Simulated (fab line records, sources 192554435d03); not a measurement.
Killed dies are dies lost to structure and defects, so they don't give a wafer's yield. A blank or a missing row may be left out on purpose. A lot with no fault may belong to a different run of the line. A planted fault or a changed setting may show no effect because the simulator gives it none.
A lot that was struck, set against a sound lot / flow n5Finfet / 21 steps out of a route of 1938
Sound: the wafers L272.2, L272.3, L272.5. Struck: wafers L268.3, L268.4, L268.6. At the end, the cause is stated.
Order at every step that has rows: each side's tool, ch and its chambers, its first start. Under that, the readings that differ: sound wafers / struck wafers / difference of the means / sigmas: that difference in standard deviations of wafers without a fault.
alike: readings whose means differ by less than 2 such deviations, and words and numbers that are the same on both sides. not compared: withheld readings, readings that some wafer has no value for, bounds like >300 that may hide the same value, and numbers for which the record gives no deviation and whose values overlap.
Wherever a step has rows on one side only, a row that says differs or no value, or a row with sigmas, the two part there. Numbers that don't overlap but have no deviation are shown without sigmas and don't part them. A reading missing from all wafers of one side parts the sides only when that side holds two or more wafers.

first, 10 steps without rows for these wafers: N5_MOL_CONTACT_COAG_DESCUM_45 (chemistry O2, time 7 s); N5_MOL_CONTACT_COAG_ETCH_65 (etches underlayer in N2/H2, target depth 13 nm, time 10.4 s); N5_MOL_CONTACT_COAG_ETCH_66 (etches SiARC in CF4, target depth 13 nm, time 21.7 s); N5_MOL_CONTACT_COAG_ALD_133 (deposits SiO2, target thk 5 nm, pulse time 1 s, co reactant pulse time 1 s); N5_MOL_CONTACT_COAG_ETCHBACK_134 (etches SiO2 in CHF3, target depth 10 nm, time 6.7 s); N5_MOL_CONTACT_COAG_ETCH_67 (etches SOC in N2/H2, target depth 60 nm, overetch 21 nm, time 101.2 s); N5_MOL_CONTACT_COAG_STRIP_68 (strips in N2/H2); N5_MOL_CONTACT_COAG_STRIP_69 (strips in N2/H2); N5_MOL_CONTACT_COAG_ETCHBACK_136 (etches SiO2 in CHF3, target depth 25 nm, time 16.7 s); N5_MOL_CONTACT_COAG_STRIP_120 (strips in CHF3).
N5_MOL_CONTACT_COAG_VIA_ETCH_117: etches SiO2 in C4F6/O2, target depth 40 nm, overetch 8 nm, time 26 s.
  sound on rieDiel-01 ch 0,2, day 9 15:35; struck on rieDiel-01 ch 0,2,3, day 8 19:49
  no value came back on the struck wafers for any of 9 readings (C4F6_flow_sccm (sccm), O2_flow_sccm (sccm) and others); on the sound wafers C4F6_flow_sccm (sccm) reads 9.95 9.97 9.99
reading=model.MOL_CONTACT_COAG.featureDepthNm (nm); sound=40.6 39.8 39.6; struck=18.6 18.4 18.6; difference=-21.5; sigmas=
reading=model.SOC_of_MOL_CONTACT_COAG_COAT_62.thkNm (nm); sound=51.4 51.4 51.4; struck=57.2 57.2 57.4; difference=+5.9; sigmas=
  not compared: rfHoursCounterH
N5_MOL_CONTACT_COAG_ETCH_124: etches SiNx in CH3F/O2, stops on SiOC, target depth 6.5 nm.
  sound on rieDiel-01 ch 0,2, day 9 15:37; struck on rieDiel-01 ch 0,2,3, day 8 19:50
reading=CH3F_flow_sccm (sccm); sound=29.85 29.98 29.85; struck=30.04 30.19 30.13; difference=+0.23; sigmas=+3
reading=oesProductAu (a.u.); sound=0.60 0.77 0.77; struck=0.34 0.26 0.35; difference=-0.40; sigmas=-5
  alike: O2_flow_sccm, chamberPressureMTorr, drypumpMotorCurrentA, oes_o_777_au, rfVppV, showerheadPlenumPTorr, throttleValvePct
  not compared: rfHoursCounterH
N5_MOL_CONTACT_COAG_ETCH_48: etches SiOC in C4F6/O2, target depth 15 nm, overetch 4.5 nm, time 17 s.
  sound on rieDiel-01 ch 0,2, day 9 15:39; struck on rieDiel-01 ch 0,2,3, day 8 19:53
reading=O2_flow_sccm (sccm); sound=9.93 9.98 9.98; struck=10.02 10.05 10.03; difference=+0.07; sigmas=+2
reading=oesProductAu (a.u.); sound=0.58 0.72 0.81; struck=0.34 0.26 0.35; difference=-0.39; sigmas=-5
reading=model.SOC_of_MOL_CONTACT_COAG_COAT_62.thkNm (nm); sound=45.8 45.6 45.6; struck=51.4 51.6 51.8; difference=+5.9; sigmas=
  alike: C4F6_flow_sccm, chamberPressureMTorr, drypumpMotorCurrentA, oes_o_777_au, rfVppV, showerheadPlenumPTorr, throttleValvePct
  not compared: rfHoursCounterH
then, 4 steps without rows for these wafers: N5_MOL_CONTACT_COAG_STRIP_72 (strips in N2/H2); N5_MOL_CONTACT_COAG_STRIP_49 (strips in N2/H2, time 30 s); N5_MOL_CONTACT_COAG_PRECLEAN_138 (cleans in alkaline clean, time 60 s); N5_MOL_CONTACT_COAG_SRD_139 (time 30 s).
N5_MOL_CONTACT_COAG_CD_MEAS_101: target cd 16 nm.
  sound on cdSem-02, day 9 15:56; struck on cdSem-02, day 8 20:10
reading=cdNm (nm); sound=15.9 16.3 16.6; struck=- - -; difference=no value on the struck wafers; sigmas=
then, 1 step without rows for these wafers: N5_MOL_CONTACT_COAG_PRE_CLEAN_121.
N5_BEOL_M4_RC_MEAS_101:
  the record has rows for the sound wafers here (prober-01 ch 0, day 12 22:52) and none for the struck ones
-- the record jumps here: 8 days lie between the struck wafers' starts before and after (it left off in module BEOL_M4 and takes up again in module PASSIVATION, whose first step shown is number 1936 of the route) --
N5_PASSIVATION_PROBE_49:
  sound on prober-02, day 17 18:26; struck on prober-01, day 17 02:46
reading=defectLimitedYield (%); sound=92.6 93.0 89.3; struck=0 0 0; difference=-92; sigmas=-70
reading=killedAtContacts; sound=4 5 2; struck=1066 1069 1104; difference=+1076; sigmas=+99 or more
reading=killedDies; sound=87 83 126; struck=1180 1180 1180; difference=+1081; sigmas=+72
reading=killedOnRim; sound=9 10 18; struck=152 152 152; difference=+140; sigmas=+32
reading=sort_bin_5_function (%); sound=3.9 4.1 7.1; struck=95.1 95.8 96.4; difference=+90.7; sigmas=+99 or more
reading=sortNPass; sound=1093 1097 1054; struck=0 0 0; difference=-1081; sigmas=-68
reading=sortYieldPct (%); sound=92.6 93.0 89.3; struck=0 0 0; difference=-92; sigmas=-65
  alike: killed_at_M0_to_M3, killed_at_M4_up, killedAtFrontEnd, killedAtOther, killedOpen, killedShort, sort_bin_6_memory

WHERE THEY PART
At N5_MOL_CONTACT_COAG_VIA_ETCH_117 first; at N5_PASSIVATION_PROBE_49 last (within this record only).

WHY: what the simulator had put in
Beginning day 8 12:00, the whole step at N5_MOL_CONTACT_COAG_VIA_ETCH_117 was skipped on rieDiel-01. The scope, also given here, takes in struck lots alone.
